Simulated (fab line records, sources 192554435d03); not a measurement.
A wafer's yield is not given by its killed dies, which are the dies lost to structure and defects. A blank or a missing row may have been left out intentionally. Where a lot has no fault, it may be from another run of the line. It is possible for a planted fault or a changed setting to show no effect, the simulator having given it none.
Comparing a struck lot with a sound one :: flow n5 finfet :: 17 out of 1938 route steps
Sound: these wafers, L754.1, L754.3, L754.6. The struck wafers were L763.5, L763.6. The cause is named last.
At each step with rows: each side's tool, then ch and its chambers, then its first start. Under that, the readings that differ: sound wafers :: struck wafers :: difference of the means :: sigmas: that difference in standard deviations of wafers without a fault.
alike: readings whose means differ by less than 2 such deviations, and words and numbers that are the same on both sides. not compared: withheld readings, readings that some wafer has no value for, bounds like >300 that may hide the same value, and numbers for which the record gives no deviation and whose values overlap.
A row with sigmas, a row that says differs or no value, or rows on one side alone: a step with any of these is where the two part. When numbers do not overlap yet have no deviation, they are printed without sigmas and do not part them. A reading that every wafer of one side lacks parts them only if that side has two wafers or more.

first, 4 steps without rows for these wafers: N5_BEOL_M7_HM_STRIP_39 (strips TiN in peroxide tin strip, target depth 25 nm, time 158 s); N5_BEOL_M7_SRD_40 (time 30 s); N5_BEOL_M7_PRECLEAN_42 (cleans in residue remover, time 60 s); N5_BEOL_M7_SRD_43 (time 30 s).
N5_BEOL_M7_CD_MEAS_35: the cd target is 40 nm.
  sound on cd sem-01 at day 12 18:34; struck on cd sem-02 at day 14 11:12
  alike: cd nm
N5_BEOL_M7_CURE_75: cures SiCOH lowk, time 120 s.
  sound on uv cure-02 ch 0, day 12 18:37; struck on uv cure-02 ch 2, day 14 11:26
  alike: lamp power pct, wafer_temp_C_max
then, 1 step without rows for these wafers: N5_BEOL_M7_DEGAS_44 (time 60 s).
N5_BEOL_M7_PRE_CLEAN_45: time 30 s.
  sound on pvd sputter-01 at day 12 19:07; struck on pvd sputter-01 at day 14 11:56
  alike: heater power w
then, 1 step without rows for these wafers: N5_BEOL_M7_ALD_77 (deposits TaN, target thk 2 nm, pulse time 2 s, purge time 3 s).
N5_BEOL_M7_SURFACE_TREAT_79:
  sound on pvd sputter-01 at day 12 19:53; struck on pvd sputter-03 at day 14 13:07
  not compared: throttle valve pct
then, 1 step without rows for these wafers: N5_BEOL_M7_CVD_78 (deposits Co from CCTBA/H2, target thk 2 nm, time 142.3 s).
N5_BEOL_M7_SPUTTER_48: material Cu, target thk 10 nm, time 1.667 s.
  sound on pvd sputter-01 at day 12 20:05; struck on pvd sputter-03 at day 14 13:23
  alike: substrate temp c, throttle valve pct
N5_BEOL_M7_ECD_50: material Cu, target thk 300 nm.
  sound on ecd cu-02 ch 0,1, day 12 20:12; struck on ecd cu-02 ch 0,1, day 14 13:30
reading: model.Cu_of_BEOL_M7_ECD_50.thk nm (nm)
sound: 299 298.2 296.8
struck: 162.4 161
difference: -136.3
sigmas: 
N5_BEOL_M7_ANNEAL_51: time 90 s.
  sound on rtp anneal-01 ch 0, day 12 20:43; struck on rtp anneal-02 ch 0, day 14 13:56
reading: wafer_temp_C_max
sound: 225.14 225.41 225.37
struck: 226.39 225.94
difference: +0.86
sigmas: +4
N5_BEOL_M7_CMP_52: polishes, stops on SiCOH lowk, t overpolish 6.9 s, target thk 80 nm.
  sound on cmp-03 ch 0,2,3, day 12 21:04; struck on cmp-01 ch 0,1, day 14 14:12
reading: time to endpoint s (s)
sound: 61 58 61
struck: 31 34
difference: -28
sigmas: -9
  alike: motor current A
N5_BEOL_M7_THK_MEAS_53: measures by xrf.
  sound on film metro-02 at day 12 21:20; struck on film metro-02 at day 14 14:21
  alike: M7_THK
-- a jump in the record: the struck wafers' starts before and after are 3 days apart (it breaks off in module BEOL_M7 and resumes in module PASSIVATION, where the first step shown is number 1936 of the route) --
N5_PASSIVATION_PROBE_49:
  only the struck wafers here have rows in the record (prober-01, day 17 20:45); the sound ones have none

== WHERE THEY PART ==
First at N5_BEOL_M7_ANNEAL_51; last, within this record, at N5_PASSIVATION_PROBE_49.

WHY: what the simulator had put in
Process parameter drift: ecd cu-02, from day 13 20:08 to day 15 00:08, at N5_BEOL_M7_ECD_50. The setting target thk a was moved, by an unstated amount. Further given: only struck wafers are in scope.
